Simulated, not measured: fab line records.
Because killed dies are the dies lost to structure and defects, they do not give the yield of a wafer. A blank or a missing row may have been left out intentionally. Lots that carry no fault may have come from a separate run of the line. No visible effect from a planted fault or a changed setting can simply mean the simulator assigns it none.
Matching of chambers ; flow nand harc ; pecvd-02 running NHARC_A_STAIRCASE_DEP_322: 3 sister chambers
The step deposits SiO2, target thk 3800 nm. 6 wafers are shown with their chamber, then 10 later ones without.

## WAFERS PAIRED WITH THEIR CHAMBERS
wafer;chamber;heater power w (W)
L087.5;1;536
L089.4;0;681
L089.5;1;530
L089.6;2;595
L092.1;2;653
L092.3;0;775

## WAFERS MISSING THEIR CHAMBER
wafer;heater power w (W)
L092.5;687
L091.1;614
L091.3;712
L091.6;691
L095.3;629
L095.5;531
L095.6;589
L096.1;634
L096.4;535
L096.6;603

## EACH ONE'S CHAMBER
wafer;from the rows above;in truth
L092.5;can't be placed: 0 or 2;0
L091.1;can't be placed: 2 or 1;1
L091.3;can't be placed: 0 or 2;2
L091.6;can't be placed: 0 or 2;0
L095.3;2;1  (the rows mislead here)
L095.5;1;1
L095.6;can't be placed: 2 or 1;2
L096.1;can't be placed: 2 or 0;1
L096.4;can't be placed: 1 or 2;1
L096.6;can't be placed: 2 or 1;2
Placed correctly: 1 of 10. Cannot be placed on the basis of these rows: 8; the candidates contain the true chamber in 7. Wrongly placed: 1.
How it was worked out, from the rows above alone: a wafer's distance from a chamber is the root of the sum, over the readings, of the square of ((its reading less the chamber's mean) divided by the reading's scatter). The wafer belongs to the nearest chamber; if the next one is less than 2 further off, it can't be placed. The mean given for a chamber averages the wafers shown for that chamber. The scatter: the root of (the sum of the squares of (reading less its chamber's mean) over the shown wafers, divided by (wafers less chambers)).
